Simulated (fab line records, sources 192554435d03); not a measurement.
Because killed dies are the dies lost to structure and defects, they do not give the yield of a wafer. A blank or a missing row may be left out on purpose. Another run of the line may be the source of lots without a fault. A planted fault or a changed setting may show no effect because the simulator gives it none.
A lot that was struck, set against a sound lot | flow n5-finfet | 15 out of 1938 route steps
Sound: these wafers, L457.1, L457.3, L457.5. Struck: wafer L465.3 (L465.2, L465.4, from the same lot, were not struck and are left out); the cause is given at the end.
Per side, at each step with rows, come the tool, then ch with its chambers, and then its first start. Under that, the readings that differ: sound wafers | struck wafers | difference of the means | sigmas: that difference in standard deviations of wafers without a fault.
alike: same words and numbers on both sides, and readings whose means sit less than 2 such deviations apart. not compared: any withheld reading, any reading some wafer has no value for, any bound like >300 that may hide the same value, and any number with overlapping values for which the record gives no deviation.
A row with sigmas, a row that says differs or no value, or rows on one side alone: a step with any of these is where the two part. When numbers do not overlap yet have no deviation, they are printed without sigmas and do not part them. Lack of a reading on every wafer of one side parts them only where that side has two or more wafers.

first, 2 steps without rows for these wafers: N5_BEOL_M10_PEB_26 (peb time 60 s); N5_BEOL_M10_DEVELOP_27 (develop time 30 s).
N5_BEOL_M10_CD_MEAS_28: the cd target is 70 nm.
  sound on cd-sem-01 ch 0, day 10 22:18; struck on cd-sem-02 ch 0, day 13 01:32
  alike: cd-nm
N5_BEOL_M10_OVL_MEAS_29:
  sound on overlay-02 ch 0, day 10 22:20; struck on overlay-01 ch 0, day 13 01:34
  alike: V9_OVL
N5_BEOL_M10_INSPECT_30: inspects for defects (brightfield).
  sound on defect-inspect-02, day 10 22:21; struck on defect-inspect-02, day 13 01:35
  alike: raw-defect-count
N5_BEOL_M10_DESCUM_33: chemistry O2, time 7.9 s.
  sound on rie-diel-04 ch 2,3, day 10 22:23; struck on rie-diel-04 ch 2, day 13 02:05
  alike: drypump-motor-current-A, oes-product-au, rf-vpp-V, showerhead-plenum-p-Torr, throttle-valve-pct
  not compared: rf-hours-counter-h
N5_BEOL_M10_ETCH_65: etches SiARC in CF4, target depth 39 nm, time 65 s.
  sound on rie-diel-04 ch 2,3, day 10 22:25; struck on rie-diel-04 ch 2, day 13 02:08
  alike: bias-w, drypump-motor-current-A, etch-rf-on-time-s, oes-product-au, rf-vpp-V, showerhead-plenum-p-Torr, throttle-valve-pct
  not compared: rf-hours-counter-h
N5_BEOL_M10_ETCH_66: etches SOC in N2/H2, target depth 120 nm, overetch 24 nm, time 180 s.
  sound on rie-diel-04 ch 2,3, day 10 22:28; struck on rie-diel-04 ch 2, day 13 02:11
  reading    | sound             | struck | difference | sigmas
  bias-w (W) | 149.1 149.7 149.1 | 150.3  | +1.0       | +2
  alike: drypump-motor-current-A, oes-product-au, rf-vpp-V, showerhead-plenum-p-Torr, throttle-valve-pct
  not compared: rf-hours-counter-h
then, 1 step without rows for these wafers: N5_BEOL_M10_STRIP_69 (strips in N2/H2).
N5_BEOL_M10_VIA_ETCH_34: etches SiCOH lowk in C4F6/O2, target depth 184.5 nm, time 69.2 s.
  sound on rie-diel-04 ch 2,3, day 10 22:35; struck on rie-diel-04 ch 2, day 13 02:18
  alike: bias-w, drypump-motor-current-A, oes-product-au, rf-vpp-V, showerhead-plenum-p-Torr, throttle-valve-pct
  not compared: rf-hours-counter-h
then, 1 step without rows for these wafers: N5_BEOL_M10_STRIP_73 (strips in C4F6/O2).
N5_BEOL_M10_STRIP_36: strips in N2/H2.
  sound on rie-diel-04 ch 2,3, day 10 22:40; struck on rie-diel-04 ch 2, day 13 02:22
  reading                | sound             | struck | difference | sigmas
  throttle-valve-pct (%) | 23.86 23.13 23.91 | 23.10  | -0.53      | -2
  alike: drypump-motor-current-A, oes-product-au, rf-vpp-V, showerhead-plenum-p-Torr
  not compared: rf-hours-counter-h
N5_BEOL_M10_TRENCH_ETCH_37: etches SiCOH lowk in C4F6/O2, target depth 148.83 nm, time 48 s.
  sound on rie-diel-04 ch 2,3, day 10 22:42; struck on rie-diel-04 ch 2, day 13 02:25
  reading      | sound             | struck | difference | sigmas
  bias-w (W)   | 184.6 183.8 184.7 | 197.8  | +13.4      | +23
  rf-vpp-V (V) | 661 652 661       | 688    | +30        | +3
  alike: drypump-motor-current-A, oes-product-au, showerhead-plenum-p-Torr, throttle-valve-pct
  not compared: rf-hours-counter-h
then, 1 step without rows for these wafers: N5_BEOL_M10_ETCH_41 (etches SiCN in CH3F/O2, target depth 42.6 nm, time 86 s).
-- a jump in the record: the struck wafers' starts before and after are 2 days apart (it breaks off in module BEOL_M10 and resumes in module PASSIVATION, where the first step shown is number 1936 of the route) --
N5_PASSIVATION_PROBE_49:
  rows exist in the record for the struck wafers here (prober-02, day 15 04:25), but not for the sound ones

## WHERE THEY PART
Last at N5_PASSIVATION_PROBE_49 as far as this record goes, first at N5_BEOL_M10_ETCH_66.

WHY: what the simulator had put in
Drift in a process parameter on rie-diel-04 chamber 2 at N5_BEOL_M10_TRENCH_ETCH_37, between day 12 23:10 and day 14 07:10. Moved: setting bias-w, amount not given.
